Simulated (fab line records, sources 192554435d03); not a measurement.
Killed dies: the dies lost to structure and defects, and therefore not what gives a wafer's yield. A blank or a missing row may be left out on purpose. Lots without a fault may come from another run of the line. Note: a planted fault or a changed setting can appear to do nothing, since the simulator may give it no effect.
Split-lot trial | flow n5_finfet | on a route of 1938 steps: 7 lots, 39 wafers read

## SPLIT DETAILS
At N5_BEOL_M6_VIA_ETCH_34 (etches SiCOH lowk in C4F6/O2, target depth 126.3 nm, time 50.9 s), the setting time_s was moved away from the recipe's 50.9 s on 18 of the 39 wafers read, by -49.4% to +57.1%. This setting was run at the recipe's value on the other wafers.

The reading is taken at the split's own step.

## THE READING
SOC_of_BEOL_M6_COAT_63.thk_nm (the simulator's own value, which no gauge read), in nm, at N5_BEOL_M6_VIA_ETCH_34 (etches SiCOH lowk in C4F6/O2, target depth 126.3 nm, time 50.9 s). The file gives no usual value for it. Here, 21 wafers ran the recipe; their average is 53.9 nm with a standard deviation of 0.19 nm.

wafer  | tool, chamber at the split | time_s as run, s | against the recipe | SOC_of_BEOL_M6_COAT_63.thk_nm, nm | against lot-mates on the recipe
L075.1 | rie_diel-06, 0             | 50.9             | recipe             | 53.8                              | -
L075.2 | rie_diel-06, 2             | 76.53            | +50.4%             | 50.8                              | -3.2
L075.3 | rie_diel-06, 3             | 76.53            | +50.4%             | 51                                | -3.0
L075.4 | rie_diel-06, 1             | 50.9             | recipe             | 54                                | -
L075.5 | rie_diel-06, 0             | 50.9             | recipe             | 54.2                              | -
L075.6 | rie_diel-06, 1             | 76.53            | +50.4%             | 50.4                              | -3.6
L077.1 | rie_diel-05, 1             | 50.9             | recipe             | 54.2                              | -
L077.2 | rie_diel-05, 0             | 50.9             | recipe             | 54                                | -
L077.5 | rie_diel-05, 0             | 50.9             | recipe             | 53.8                              | -
L082.1 | rie_diel-06, 1             | 79.96            | +57.1%             | 50.2                              | -3.6
L082.2 | rie_diel-06, 2             | 79.96            | +57.1%             | 50.2                              | -3.6
L082.3 | rie_diel-06, 3             | 50.9             | recipe             | 54                                | -
L082.4 | rie_diel-06, 1             | 50.9             | recipe             | 53.6                              | -
L082.5 | rie_diel-06, 2             | 79.96            | +57.1%             | 50                                | -3.8
L082.6 | rie_diel-06, 3             | 50.9             | recipe             | 53.8                              | -
L081.1 | rie_diel-06, 2             | 50.9             | recipe             | 53.8                              | -
L081.2 | rie_diel-06, 1             | 79.17            | +55.5%             | 50.2                              | -3.7
L081.3 | rie_diel-06, 3             | 50.9             | recipe             | 54                                | -
L081.4 | rie_diel-06, 3             | 79.17            | +55.5%             | 50.8                              | -3.1
L081.5 | rie_diel-06, 2             | 50.9             | recipe             | 53.8                              | -
L081.6 | rie_diel-06, 1             | 79.17            | +55.5%             | 50.2                              | -3.7
L085.1 | rie_diel-01, 2             | 50.9             | recipe             | 53.6                              | -
L085.2 | rie_diel-01, 3             | 28.57            | -43.9%             | 56.4                              | +2.6
L085.3 | rie_diel-01, 0             | 50.9             | recipe             | 53.8                              | -
L085.4 | rie_diel-01, 1             | 50.9             | recipe             | 54                                | -
L085.5 | rie_diel-01, 2             | 28.57            | -43.9%             | 56.4                              | +2.6
L085.6 | rie_diel-01, 3             | 28.57            | -43.9%             | 56.6                              | +2.8
L087.1 | rie_diel-06, 1             | 62.7             | +23.2%             | 52                                | -1.7
L087.2 | rie_diel-06, 0             | 50.9             | recipe             | 53.8                              | -
L087.3 | rie_diel-06, 2             | 50.9             | recipe             | 53.6                              | -
L087.4 | rie_diel-06, 2             | 62.7             | +23.2%             | 52.2                              | -1.5
L087.5 | rie_diel-06, 0             | 50.9             | recipe             | 53.6                              | -
L087.6 | rie_diel-06, 1             | 62.7             | +23.2%             | 52.2                              | -1.5
L093.1 | rie_diel-01, 1             | 50.9             | recipe             | 54.2                              | -
L093.2 | rie_diel-01, 3             | 50.9             | recipe             | 54                                | -
L093.3 | rie_diel-01, 2             | 50.9             | recipe             | 53.8                              | -
L093.4 | rie_diel-01, 0             | 25.75            | -49.4%             | 56.8                              | +2.8
L093.5 | rie_diel-01, 2             | 25.75            | -49.4%             | 57                                | +3.0
L093.6 | rie_diel-01, 1             | 25.75            | -49.4%             | 57                                | +3.0

FIT RESULTS
A straight line over all 39 wafers: SOC_of_BEOL_M6_COAT_63.thk_nm changes by -0.0628 nm for each +1% of time_s; r = -0.99; the points scatter about the line by 0.21 nm.
The same after taking each lot's own level away (the mean of its wafers on the recipe; 39 wafers): -0.0624 nm for each +1%; r = -1.00; scatter 0.17 nm.
The reading moves by 3.6 nm for the largest change in time_s, on that fit.
Across the lots, their own levels run from 53.67 to 54.00 nm, a range of 1.8 times the standard deviation given above.
The two slopes agree, so the slope changes little with the lot-to-lot level.
Check: -3.6 nm against its lot-mates is what the line predicts for one of the wafers moved furthest among these (+57.1%) when that wafer is left out of the fit. Against them it came out at -3.6 nm.

## THE WHOLE CHAIN: every reading that the file lists as answering this split, in the file's order
step                   | what it does                                                     | reading                                                                        | change (the file's fit)                | r (the file's)
N5_BEOL_M6_VIA_ETCH_34 | etches SiCOH lowk in C4F6/O2, target depth 126.3 nm, time 50.9 s | etch.depth_nm (the simulator's own value, which no gauge read)                 | +1.27 nm for each +1% of the setting   | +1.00
N5_BEOL_M6_VIA_ETCH_34 | etches SiCOH lowk in C4F6/O2, target depth 126.3 nm, time 50.9 s | SOC_of_BEOL_M6_COAT_63.thk_nm (the simulator's own value, which no gauge read) | -0.0627 nm for each +1% of the setting | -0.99

## FILE'S OWN FIT
SOC_of_BEOL_M6_COAT_63.thk_nm changes by -0.0627 nm for each +1% of time_s, r = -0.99.
